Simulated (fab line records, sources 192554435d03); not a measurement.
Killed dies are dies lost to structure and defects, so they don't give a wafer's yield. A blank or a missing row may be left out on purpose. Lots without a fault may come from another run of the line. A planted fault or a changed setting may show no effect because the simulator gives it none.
Split-lot experiment | flow n5_finfet | 7 lots, 39 wafers read, on a route of 1938 steps

THE SPLIT
At N5_BEOL_M11_ETCH_41 (etches SiCN in CH3F/O2, target depth 42.6 nm, time 86 s), the setting time_s was moved away from the recipe's 86 s on 18 of the 39 wafers read, by -46.7% to +55.5%. The other wafers ran this setting at the recipe's value.

The reading is taken at the split's own step.

THE READING
etch.depth_nm (the simulator's own value, which no gauge read), in nm, at N5_BEOL_M11_ETCH_41 (etches SiCN in CH3F/O2, target depth 42.6 nm, time 86 s). The file gives no usual value for it. The 21 wafers here that ran the recipe average 32.46 nm, standard deviation 0.95 nm.

wafer  | tool, chamber at the split | time_s as run, s | against the recipe | etch.depth_nm, nm | against lot-mates on the recipe
L075.1 | rie_diel-04, 1             | 86               | recipe             | 32.55             | -
L075.2 | rie_diel-04, 3             | 102.7            | +19.4%             | 39.8              | +8.19
L075.5 | rie_diel-04, 3             | 102.7            | +19.4%             | 39.8              | +8.19
L075.3 | rie_diel-04, 0             | 102.7            | +19.4%             | 37.38             | +5.77
L075.4 | rie_diel-04, 2             | 86               | recipe             | 31.06             | -
L075.6 | rie_diel-04, 2             | 86               | recipe             | 31.21             | -
L076.2 | rie_diel-01, 1             | 86               | recipe             | 32.12             | -
L076.3 | rie_diel-01, 2             | 86               | recipe             | 33.21             | -
L076.5 | rie_diel-01, 3             | 86               | recipe             | 31.62             | -
L077.1 | rie_diel-01, 1             | 86               | recipe             | 31.99             | -
L077.2 | rie_diel-01, 3             | 57.53            | -33.1%             | 21.03             | -12.04
L077.3 | rie_diel-01, 2             | 86               | recipe             | 33.18             | -
L077.4 | rie_diel-01, 0             | 86               | recipe             | 34.03             | -
L077.5 | rie_diel-01, 3             | 57.53            | -33.1%             | 21.17             | -11.90
L077.6 | rie_diel-01, 0             | 57.53            | -33.1%             | 23                | -10.07
L078.1 | rie_diel-02, 3,0           | 86               | recipe             | 32                | -
L078.3 | rie_diel-02, 3,0           | 86               | recipe             | 32                | -
L078.2 | rie_diel-02, 2             | 57.1             | -33.6%             | 22.29             | -10.10
L078.4 | rie_diel-02, 1             | 57.1             | -33.6%             | 21.68             | -10.71
L078.5 | rie_diel-02, 1             | 57.1             | -33.6%             | 21.57             | -10.82
L078.6 | rie_diel-02, 2             | 86               | recipe             | 33.18             | -
L086.1 | rie_diel-01, 3             | 45.81            | -46.7%             | 16.55             | -17.16
L086.2 | rie_diel-01, 1             | 45.81            | -46.7%             | 16.65             | -17.06
L086.3 | rie_diel-01, 0             | 86               | recipe             | 33.85             | -
L086.4 | rie_diel-01, 2             | 86               | recipe             | 33.24             | -
L086.5 | rie_diel-01, 0             | 86               | recipe             | 34.03             | -
L086.6 | rie_diel-01, 3             | 45.81            | -46.7%             | 16.59             | -17.12
L092.1 | rie_diel-02, 3             | 113.7            | +32.2%             | 41.73             | +9.57
L092.2 | rie_diel-02, 0             | 86               | recipe             | 30.99             | -
L092.3 | rie_diel-02, 2             | 113.7            | +32.2%             | 43.64             | +11.48
L092.4 | rie_diel-02, 1             | 86               | recipe             | 32.37             | -
L092.5 | rie_diel-02, 1             | 113.7            | +32.2%             | 42.81             | +10.65
L092.6 | rie_diel-02, 2             | 86               | recipe             | 33.11             | -
L094.1 | rie_diel-04, 3             | 133.7            | +55.5%             | 51.8              | +19.85
L094.2 | rie_diel-04, 1             | 86               | recipe             | 32.39             | -
L094.3 | rie_diel-04, 2             | 86               | recipe             | 30.93             | -
L094.4 | rie_diel-04, 0             | 133.7            | +55.5%             | 47.71             | +15.76
L094.5 | rie_diel-04, 2             | 133.7            | +55.5%             | 48.65             | +16.70
L094.6 | rie_diel-04, 1             | 86               | recipe             | 32.53             | -
Where a row lists several chambers, the file gives one row for several wafers and doesn't say which wafer went through which chamber.

THE FIT
A straight line over all 39 wafers: etch.depth_nm changes by +0.32 nm for each +1% of time_s; r = +0.99; the points scatter about the line by 1.1 nm.
The same after taking each lot's own level away (the mean of its wafers on the recipe; 39 wafers): +0.335 nm for each +1%; r = +0.99; scatter 1.1 nm.
On that fit, the largest move of time_s shifts the reading by 19 nm.
The lots' own levels span 31.607 to 33.707 nm, that is 2.2 times the standard deviation above.
So the lot-to-lot level changes the slope little: the two slopes agree.
Check: with one of the wafers moved furthest among these (+55.5%) left out of the fit, the line predicts +18.2 nm for it against its lot-mates. It came out at +19.8 nm against them.

OTHER SPLITS ON THESE WAFERS
These wafers also went through other splits before the reading. Each is held against what the fit with the lots' levels taken away leaves over:
other split on the same wafers   | wafers away from the commonest value | r with etch.depth_nm (lot level and that fit taken away)
N5_BEOL_M8_TRENCH_ETCH_37 time_s | 9                                    | +0.28

THE FILE'S OWN FIT
etch.depth_nm changes by +0.335 nm for each +1% of time_s, r = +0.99.
